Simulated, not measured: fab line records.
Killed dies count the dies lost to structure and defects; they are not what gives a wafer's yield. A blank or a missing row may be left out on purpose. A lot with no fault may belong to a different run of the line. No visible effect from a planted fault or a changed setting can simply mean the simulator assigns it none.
Chamber matching ; flow nand_harc ; 3 sister chambers for NHARC_A_ONON_D2_DEP_33 on pecvd-03
The step deposits SiO2, target thk 200 nm. 3 wafers are shown with their chamber, then 8 later ones without.

WAFERS WITH THEIR CHAMBER
wafer;chamber;throttle_valve_pct (%)
L089.1;0;15.4
L089.2;2;16.8
L092.1;1;16.9

WAFERS MISSING THEIR CHAMBER
wafer;throttle_valve_pct (%)
L092.5;17.0
L092.6;15.1
L097.1;15.1
L097.3;17.0
L097.6;15.7
L097.2;17.0
L097.4;17.0
L097.5;16.6

CHAMBER TAKEN BY EACH
wafer;from the rows above;in truth
L092.5;can't be placed: 1 or 2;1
L092.6;0;0
L097.1;0;0
L097.3;can't be placed: 1 or 2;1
L097.6;0;0
L097.2;can't be placed: 1 or 2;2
L097.4;can't be placed: 1 or 2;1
L097.5;can't be placed: 2 or 1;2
Correct placement for 3 of the 8. Cannot be placed on the basis of these rows: 5; the candidates contain the true chamber in 5. 0 placed wrongly.
How it was worked out, from the rows above alone: a wafer's distance from a chamber is the root of the sum, over the readings, of the square of ((its reading less the chamber's mean) divided by the reading's scatter). The wafer belongs to the nearest chamber; if the next one is less than 2 further off, it can't be placed. For every chamber, the mean is computed from those of its wafers that are shown. The scatter: root of mean squared gap, hidden wafer to nearest shown wafer, with one shown wafer a chamber.
